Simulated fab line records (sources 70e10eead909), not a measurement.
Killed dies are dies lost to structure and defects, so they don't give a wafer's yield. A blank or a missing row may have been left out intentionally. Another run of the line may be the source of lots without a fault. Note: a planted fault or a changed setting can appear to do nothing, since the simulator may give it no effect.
Which tool is to blame? + flow nandHarc + Sampling: 12 lots, 36 wafers, 5 of 1159 route steps

## WHAT THE GAUGES SHOWED, per wafer
NHARC_A_SLIT_OVL_MEAS_10.
| lot  | measured     | on         | overlayXNm (nm) |
|------|--------------|------------|-----------------|
| L075 | day 14 13:14 | overlay-02 | -0.1 0.1 -0.4   |
| L076 | day 15 00:21 | overlay-02 | 0.2 0.8 0.3     |
| L079 | day 15 14:00 | overlay-02 | 0.5 1.1 0.3     |
| L082 | day 15 14:13 | overlay-02 | 0.6 0.8 0.0     |
| L085 | day 16 21:02 | overlay-02 | 0.7 0.1 0.8     |
| L087 | day 17 05:20 | overlay-02 | -0.5 -0.9 -1.3  |
| L083 | day 17 05:00 | overlay-02 | 0.4 -0.1 -0.1   |
| L088 | day 17 16:37 | overlay-02 | 0.1 0.4 -0.4    |
| L093 | day 18 19:19 | overlay-02 | -1.1 -0.4 -0.5  |
| L094 | day 19 02:35 | overlay-02 | -0.1 -0.3 -0.2  |
| L097 | day 20 04:11 | overlay-02 | 1.3 1.6 2.2     |
| L095 | day 20 04:02 | overlay-02 | -0.3 -0.1 0.0   |

## EACH LOT AND THE TOOL THAT RAN IT (in order: tool; ch and the chambers of the sampled wafers; start)
| lot  | NHARC_A_STAIRCASE_DEP_151       | NHARC_A_STAIRCASE_ETCHBACK_157    | NHARC_A_SGD_CUT_DESCUM_14         | NHARC_A_SLIT_DEP_00          |
|------|---------------------------------|-----------------------------------|-----------------------------------|------------------------------|
| L075 | pecvd-04 ch 0,1,2, day 12 18:02 | rieDiel-02 ch 1,2,3, day 13 23:31 | rieDiel-04 ch 0,2,3, day 14 01:24 | aclDep-02 ch 0, day 14 10:31 |
| L076 | pecvd-04 ch 0,2, day 13 06:25   | rieDiel-12 ch 0,3, day 14 12:27   | rieDiel-04 ch 0,2, day 14 14:17   | aclDep-01 ch 0, day 14 21:49 |
| L079 | pecvd-04 ch 0,1,2, day 13 19:17 | rieDiel-12 ch 0,2,3, day 15 02:35 | rieDiel-06 ch 0,1, day 15 04:32   | aclDep-03 ch 0, day 15 11:54 |
| L082 | pecvd-03 ch 1,2, day 14 00:52   | rieDiel-03 ch 0,2,3, day 15 02:30 | rieDiel-04 ch 0,3, day 15 04:23   | aclDep-01 ch 0, day 15 11:46 |
| L085 | pecvd-03 ch 1,2, day 15 03:19   | rieDiel-02 ch 1,2,3, day 16 09:31 | rieDiel-06 ch 1,2, day 16 11:17   | aclDep-01 ch 0, day 16 18:45 |
| L087 | pecvd-04 ch 0,1, day 15 09:55   | rieDiel-03 ch 0,3, day 16 17:41   | rieDiel-06 ch 0,2,3, day 16 20:01 | aclDep-02 ch 0, day 17 02:04 |
| L083 | pecvd-03 ch 0,1,2, day 15 12:29 | rieDiel-02 ch 2,3, day 16 19:09   | rieDiel-06 ch 2,3, day 16 21:02   | aclDep-01 ch 0, day 17 02:55 |
| L088 | pecvd-03 ch 0,1,2, day 16 01:27 | rieDiel-02 ch 0,1,3, day 17 04:15 | rieDiel-04 ch 0,1,2, day 17 06:43 | aclDep-01 ch 0, day 17 13:50 |
| L093 | pecvd-01 ch 0,1,2, day 17 04:00 | rieDiel-03 ch 1,2,3, day 18 07:31 | rieDiel-04 ch 0,1,3, day 18 09:25 | aclDep-02 ch 0, day 18 16:33 |
| L094 | pecvd-04 ch 0,1,2, day 17 08:43 | rieDiel-02 ch 0,1,3, day 18 12:43 | rieDiel-09 ch 0,2,3, day 18 15:41 | aclDep-01 ch 0, day 18 23:47 |
| L097 | pecvd-04 ch 0,1, day 18 04:48   | rieDiel-02 ch 0,1,3, day 19 13:49 | rieDiel-09 ch 0,2,3, day 19 15:41 | aclDep-01 ch 0, day 20 01:17 |
| L095 | pecvd-01 ch 0,1,2, day 18 04:59 | rieDiel-03 ch 1,2,3, day 19 13:19 | rieDiel-06 ch 1,2,3, day 19 15:12 | aclDep-02 ch 0, day 20 01:52 |
- NHARC_A_STAIRCASE_DEP_151: deposits SiO2, target thk 3800 nm.
- NHARC_A_STAIRCASE_ETCHBACK_157: etches the open film in CH3F/O2, target depth 90 nm, time 167.14 s.
- NHARC_A_SGD_CUT_DESCUM_14: chemistry O2, time 3 s.
- NHARC_A_SLIT_DEP_00: deposits aC, target thk 3200 nm.

## THE ANSWER, worked out from the rows above alone
Rule: usual is defined by the lots themselves. The widest of any qualifying gaps counts: lots, ordered by their means at a reading, are off when they make up no more than a third of the lots, leave a main group of 4 or more, and stand apart from it by 3 or more times the standard deviation of that group's means. Not used: any main group whose means are identical at the precision the tables above print for the reading. Also off: a lot with no number at a reading for which 4 or more lots have one. All remaining lots with rows at the step are treated as sound.
Nothing can be told from this: no lot is off at any reading shown.

## WHAT THE SIMULATOR HAD INSERTED
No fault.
